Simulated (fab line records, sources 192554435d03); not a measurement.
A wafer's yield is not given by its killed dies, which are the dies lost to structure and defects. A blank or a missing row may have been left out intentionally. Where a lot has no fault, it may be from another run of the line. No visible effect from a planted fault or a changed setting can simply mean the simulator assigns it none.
What tool caused it? | flow n5 finfet | Sampling: 10 lots, 30 wafers, 6 of 1938 route steps

## WHAT THE GAUGES READ, wafer by wafer
N5_FIN_SAQP_THK_MEAS_05.
lot  | measured    | on            | thk nm (nm)
L136 | day 2 03:05 | film metro-01 | 37.4 38.0 38.3
L137 | day 2 08:47 | film metro-02 | 37.8 37.7 38.0
L142 | day 3 15:15 | film metro-01 | 37.0 37.9 37.8
L143 | day 3 21:55 | film metro-02 | 38.4 38.5 38.6
L146 | day 4 16:10 | film metro-01 | 38.3 38.8 39.0
L148 | day 5 04:48 | film metro-02 | 37.9 38.5 39.0
L150 | day 5 15:13 | film metro-02 | 38.0 37.8 38.9
L156 | day 7 03:05 | film metro-01 | 37.0 38.0 38.1
L157 | day 7 08:41 | film metro-02 | 37.9 37.6 38.7
L158 | day 7 15:10 | film metro-02 | 38.3 38.3 38.3

N5_FIN_SAQP_THK_MEAS_07.
lot  | measured    | on            | thk nm (nm)
L136 | day 2 03:18 | film metro-02 | 60.2 60.9 60.5
L137 | day 2 09:00 | film metro-01 | 57.9 59.1 60.0
L142 | day 3 15:28 | film metro-01 | 59.2 60.0 60.3
L143 | day 3 22:07 | film metro-02 | 60.0 61.1 61.0
L146 | day 4 16:39 | film metro-01 | 60.6 61.8 61.4
L148 | day 5 05:01 | film metro-01 | 60.7 60.9 60.9
L150 | day 5 15:25 | film metro-02 | 60.0 59.6 61.1
L156 | day 7 03:17 | film metro-02 | 59.5 60.3 61.0
L157 | day 7 08:54 | film metro-01 | 59.0 59.5 60.7
L158 | day 7 15:22 | film metro-02 | 58.8 60.7 60.9

N5_FIN_SAQP_OVL_MEAS_17.
lot  | measured    | on         | FIN_CORE_OVL (nm)
L136 | day 2 03:49 | overlay-02 | -1.1 -1.0 -0.6
L137 | day 2 09:25 | overlay-01 | -0.8 -1.1 -1.1
L142 | day 3 15:52 | overlay-02 | -0.7 -0.7 0.2
L143 | day 3 22:40 | overlay-02 | -0.3 0.2 0.0
L146 | day 4 17:11 | overlay-01 | -1.2 -0.9 -1.5
L148 | day 5 05:32 | overlay-02 | -0.3 -0.9 0.0
L150 | day 5 15:56 | overlay-01 | -1.0 -1.7 0.2
L156 | day 7 03:49 | overlay-01 | 4.4 4.6 5.6
L157 | day 7 09:18 | overlay-01 | 5.6 5.4 5.0
L158 | day 7 15:54 | overlay-02 | 0.3 -0.4 -0.2

N5_BEOL_M4_RC_MEAS_101.
lot  | measured     | on        | DIBL_N (mV/V)  | DIBL_P (mV/V)  | IOFF_N (nA/um)    | IOFF_P (nA/um)    | ION_N (uA/um) | ION_P (uA/um) | SS_N (mV/dec)  | SS_P (mV/dec)  | VT_N (mV)         | VT_P (mV)
L136 | day 8 05:33  | prober-01 | 35.3 37.3 34.9 | 34.4 37.2 34.2 | 0.136 0.170 0.129 | 0.177 0.217 0.175 | 671 682 668   | 462 467 461   | 70.8 71.2 70.1 | 73.1 74.0 73.2 | 250.8 248.2 250.4 | -251.1 -250.9 -252.8
L137 | day 8 10:10  | prober-02 | 36.3 35.5 37.9 | 36.9 36.1 38.2 | 0.150 0.134 0.171 | 0.209 0.194 0.225 | 659 657 669   | 457 452 461   | 71.7 71.6 72.7 | 72.9 73.6 74.3 | 252.3 255.2 250.0 | -251.1 -251.2 -252.0
L142 | day 9 13:46  | prober-01 | 37.1 36.2 36.3 | 38.0 37.4 37.1 | 0.200 0.189 0.183 | 0.260 0.241 0.251 | 676 673 676   | 464 463 465   | 72.4 71.8 71.9 | 74.0 73.5 74.3 | 247.1 246.8 249.2 | -247.2 -248.0 -246.9
L143 | day 9 14:26  | prober-02 | 36.2 36.6 36.2 | 35.7 35.6 35.8 | 0.148 0.154 0.151 | 0.186 0.178 0.182 | 673 675 677   | 457 456 467   | 71.8 71.9 71.1 | 73.9 72.4 73.3 | 250.7 248.6 250.7 | -252.1 -251.9 -252.5
L146 | day 10 18:02 | prober-01 | 36.5 35.9 35.5 | 35.9 35.9 35.2 | 0.161 0.152 0.155 | 0.207 0.208 0.199 | 675 670 674   | 461 465 469   | 71.6 71.8 71.9 | 72.9 72.8 72.5 | 248.3 250.5 249.1 | -252.3 -248.5 -248.3
L148 | day 11 07:20 | prober-01 | 35.0 35.3 36.3 | 34.8 35.0 36.4 | 0.146 0.152 0.173 | 0.197 0.201 0.220 | 674 661 677   | 465 454 459   | 71.1 71.4 71.4 | 72.9 73.1 72.9 | 250.0 254.8 247.7 | -252.0 -248.4 -250.4
L150 | day 11 23:32 | prober-02 | 35.6 37.0 36.3 | 35.0 35.2 35.1 | 0.139 0.150 0.145 | 0.220 0.224 0.217 | 666 671 661   | 466 462 462   | 71.5 71.8 71.1 | 72.8 73.1 72.9 | 251.5 250.7 251.4 | -247.1 -247.0 -247.4
L156 | day 13 01:10 | prober-01 | 35.8 36.5 35.6 | 34.6 34.8 34.3 | 0.141 0.147 0.142 | 0.206 0.210 0.208 | 679 665 681   | 470 463 472   | 71.0 71.5 71.0 | 73.2 72.5 72.6 | 250.3 248.9 250.8 | -247.9 -246.2 -247.9
L157 | day 13 13:49 | prober-02 | 37.8 35.6 33.4 | 38.4 35.6 32.3 | 0.180 0.145 0.106 | 0.230 0.187 0.148 | 674 664 663   | 462 457 455   | 71.7 72.1 70.7 | 74.2 72.9 72.3 | 248.4 251.5 255.4 | -251.4 -251.2 -255.0
L158 | day 13 18:34 | prober-02 | 36.6 37.6 36.7 | 39.0 40.5 38.5 | 0.183 0.208 0.187 | 0.210 0.230 0.207 | 688 697 686   | 469 462 462   | 71.7 71.7 72.0 | 73.4 73.7 73.4 | 246.7 247.3 246.2 | -247.7 -248.8 -249.5

## WHAT TOOL EACH LOT RAN ON (gives the tool, then ch and the chambers of the sampled wafers, and finally the start)
lot  | N5_PMOS_HMC_CHANNEL_EPI_EPI_26 | N5_FIN_SAQP_EXPOSE_13
L136 | epi rpcvd-03 ch 0, day 2 02:01 | arfi scanner-03 ch 0, day 2 03:40
L137 | epi rpcvd-04 ch 0, day 2 07:46 | arfi scanner-03 ch 0, day 2 09:16
L142 | epi rpcvd-01 ch 0, day 3 14:08 | arfi scanner-02 ch 0, day 3 15:41
L143 | epi rpcvd-03 ch 0, day 3 20:19 | arfi scanner-01 ch 0, day 3 22:30
L146 | epi rpcvd-03 ch 0, day 4 15:01 | arfi scanner-02 ch 0, day 4 17:01
L148 | epi rpcvd-03 ch 0, day 5 02:25 | arfi scanner-03 ch 0, day 5 05:22
L150 | epi rpcvd-04 ch 0, day 5 14:13 | arfi scanner-01 ch 0, day 5 15:47
L156 | epi rpcvd-01 ch 0, day 7 02:05 | arfi scanner-03 ch 0, day 7 03:39
L157 | epi rpcvd-03 ch 0, day 7 07:41 | arfi scanner-03 ch 0, day 7 09:08
L158 | epi rpcvd-04 ch 0, day 7 13:34 | arfi scanner-02 ch 0, day 7 15:44
- N5_PMOS_HMC_CHANNEL_EPI_EPI_26: deposits Si from SiH4/H2, target thk 3.8 nm, time 22.7 s.
- N5_FIN_SAQP_EXPOSE_13: exposes mask FIN CORE, target cd 35.6 nm.

## AS READ BY THE TOOLS THEMSELVES (means over the sampled wafers that have a number; for cases with no such wafer, the mark the record gives instead)
N5_PMOS_HMC_CHANNEL_EPI_EPI_26.
lot  | tool         | throttle valve pct (%)
L136 | epi rpcvd-03 | 11.8
L137 | epi rpcvd-04 | 10.7
L142 | epi rpcvd-01 | 11.0
L143 | epi rpcvd-03 | 11.7
L146 | epi rpcvd-03 | 11.9
L148 | epi rpcvd-03 | 11.9
L150 | epi rpcvd-04 | 11.0
L156 | epi rpcvd-01 | 11.0
L157 | epi rpcvd-03 | 11.9
L158 | epi rpcvd-04 | 10.9

## THE ANSWER, worked out from the rows above alone
Rule: what is usual is taken from the lots themselves. Put in order of their means at a reading, lots are off if they are a third of the lots or fewer, leave a main group of 4 or more, and stand apart from it by a gap of 3 or more times the standard deviation of the main group's means; of several such gaps the widest counts. A main group is skipped when, at the precision printed for the reading in the tables above, its means are all equal. A lot without any number at a reading at which 4 lots or more have one is off too. Any other lot the step has rows for is counted as sound. The gauges are gone through in route order, then the tools' own readings, and for those a lot's mean is taken as printed above. The first step at which some lot is off is used, and at that step the reading that is off furthest; a lot without a number counts as furthest.
Off: at N5_FIN_SAQP_OVL_MEAS_17 (FIN_CORE_OVL), L156, L157. For the main group the mean is -0.6 nm and the standard deviation 0.41.
If a tool, at a process step before that reading, ran all the lots that are off and no sound lot after the first of them, it fits. Gauges at N5_FIN_SAQP_OVL_MEAS_17: tried the same way as those tools. Undecided on this evidence; 2 tools fit (arfi scanner-03 at N5_FIN_SAQP_EXPOSE_13, overlay-01 at N5_FIN_SAQP_OVL_MEAS_17).

## WHAT THE SIMULATOR PUT IN
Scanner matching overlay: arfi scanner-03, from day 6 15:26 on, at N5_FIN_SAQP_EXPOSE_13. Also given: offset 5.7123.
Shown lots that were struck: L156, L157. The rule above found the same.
